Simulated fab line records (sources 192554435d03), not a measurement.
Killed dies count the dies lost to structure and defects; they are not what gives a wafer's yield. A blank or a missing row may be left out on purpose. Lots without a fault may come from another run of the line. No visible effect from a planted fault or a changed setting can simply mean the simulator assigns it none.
Chamber matching ; flow n5 finfet ; N5_BEOL_M2_ILD_DEP_00 on pecvd-03 has 3 sister chambers
The step deposits SiOC from DEMS/O2, target thk 79 nm, time 15.3 s. 3 wafers are shown with their chamber, then 9 later ones without.

== WAFERS PAIRED WITH THEIR CHAMBERS ==
wafer;chamber;showerhead plenum p Torr (Torr)
L082.2;2;5.671
L087.1;1;5.696
L087.3;0;5.707

== WAFERS WITH NO CHAMBER GIVEN ==
wafer;showerhead plenum p Torr (Torr)
L089.1;5.682
L089.3;5.692
L089.6;5.708
L092.1;5.694
L092.2;5.706
L092.3;5.673
L097.2;5.678
L097.3;5.699
L097.6;5.689

== WHICH CHAMBER EACH ONE RAN IN ==
wafer;from the rows above;in truth
L089.1;can't be placed: 2 or 1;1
L089.3;1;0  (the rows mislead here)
L089.6;0;0
L092.1;1;1
L092.2;can't be placed: 0 or 1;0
L092.3;2;2
L097.2;2;2
L097.3;can't be placed: 1 or 0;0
L097.6;1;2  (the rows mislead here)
Placed correctly: 4 of 9. Cannot be placed on the basis of these rows: 3; the candidates contain the true chamber in 3. Wrongly placed: 2.
How it was worked out, from the rows above alone: a wafer's distance from a chamber is the root of the sum, over the readings, of the square of ((its reading less the chamber's mean) divided by the reading's scatter). If the next closest chamber is less than 2 further off than the closest, the wafer can't be placed; otherwise it belongs to the closest. The mean given for a chamber averages the wafers shown for that chamber. The scatter: with one shown wafer a chamber, the root of the mean of the squares of how far each hidden wafer lies from its nearest shown one.
